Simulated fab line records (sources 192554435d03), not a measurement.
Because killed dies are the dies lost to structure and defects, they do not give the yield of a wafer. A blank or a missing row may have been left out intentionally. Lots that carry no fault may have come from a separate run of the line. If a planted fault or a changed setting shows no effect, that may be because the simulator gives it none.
Split-lot trial ; flow n5_finfet ; 39 wafers read across 7 lots, on a route 1938 steps long

== SPLIT DETAILS ==
At N5_DUMMY_GATE_CVD_03 (deposits a-Si from SiH4, target thk 150 nm, time 8042 s), the setting target_thk_a was moved away from the recipe's 1500 angstrom on 18 of the 39 wafers read, by -7.2% to +8.3%. For the rest of the wafers, this setting stayed at what the recipe calls for.

The reading is taken at the split's own step.

== THE READING ==
a-Si_of_DUMMY_GATE_CVD_03.thk_nm (the simulator's own value, which no gauge read), in nm, at N5_DUMMY_GATE_CVD_03 (deposits a-Si from SiH4, target thk 150 nm, time 8042 s). No usual value for it is given in the file. Average 150.4 nm, standard deviation 0.78 nm, over the 21 wafers here run with the recipe.

wafer;tool, chamber at the split;target_thk_a as run, angstrom;against the recipe;a-Si_of_DUMMY_GATE_CVD_03.thk_nm, nm;against lot-mates on the recipe
L079.1;-, -;1397;-6.9%;139.8;no lot-mate on the recipe
L079.2;-, -;1397;-6.9%;140.4;no lot-mate on the recipe
L079.3;-, -;1397;-6.9%;140.2;no lot-mate on the recipe
L079.4;-, -;1397;-6.9%;140.2;no lot-mate on the recipe
L079.5;-, -;1397;-6.9%;141;no lot-mate on the recipe
L079.6;-, -;1397;-6.9%;140.8;no lot-mate on the recipe
L082.1;-, -;1500;recipe;150.8;-
L082.2;-, -;1500;recipe;150.8;-
L082.3;-, -;1500;recipe;151.2;-
L082.6;-, -;1500;recipe;151.2;-
L082.4;-, -;1500;recipe;150.2;-
L082.5;-, -;1500;recipe;151;-
L087.1;-, -;1500;recipe;150;-
L087.2;-, -;1500;recipe;151.4;-
L087.3;-, -;1500;recipe;150.6;-
L087.6;-, -;1500;recipe;150.6;-
L087.4;-, -;1500;recipe;150.4;-
L087.5;-, -;1500;recipe;151;-
L088.1;-, -;1500;recipe;148.4;-
L088.2;-, -;1500;recipe;149.4;-
L088.3;-, -;1500;recipe;150.8;-
L088.4;-, -;1500;recipe;150;-
L088.6;-, -;1500;recipe;150;-
L088.5;-, -;1500;recipe;149;-
L091.3;lpcvd-02, 0/50;1500;recipe;150;-
L091.4;lpcvd-02, 0/54;1500;recipe;151.4;-
L091.6;lpcvd-02, 0/64;1500;recipe;149.6;-
L095.1;-, -;1392;-7.2%;139.2;no lot-mate on the recipe
L095.2;-, -;1392;-7.2%;140.2;no lot-mate on the recipe
L095.3;-, -;1392;-7.2%;141.2;no lot-mate on the recipe
L095.4;-, -;1392;-7.2%;141.8;no lot-mate on the recipe
L095.5;-, -;1392;-7.2%;140.6;no lot-mate on the recipe
L095.6;-, -;1392;-7.2%;140.8;no lot-mate on the recipe
L096.1;-, -;1625;+8.3%;161.8;no lot-mate on the recipe
L096.6;-, -;1625;+8.3%;161.8;no lot-mate on the recipe
L096.2;-, -;1625;+8.3%;162.2;no lot-mate on the recipe
L096.4;-, -;1625;+8.3%;162.2;no lot-mate on the recipe
L096.3;-, -;1625;+8.3%;162.4;no lot-mate on the recipe
L096.5;-, -;1625;+8.3%;161.6;no lot-mate on the recipe

THE FIT
A straight line over all 39 wafers: a-Si_of_DUMMY_GATE_CVD_03.thk_nm changes by +1.4 nm for each +1% of target_thk_a; r = +0.99; the points scatter about the line by 0.73 nm.
Too few moved wafers with a lot-mate on the recipe to fit a line net of each lot's own level.

== THE FILE'S OWN FIT ==
a-Si_of_DUMMY_GATE_CVD_03.thk_nm changes by +1.4 nm for each +1% of target_thk_a, r = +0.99.
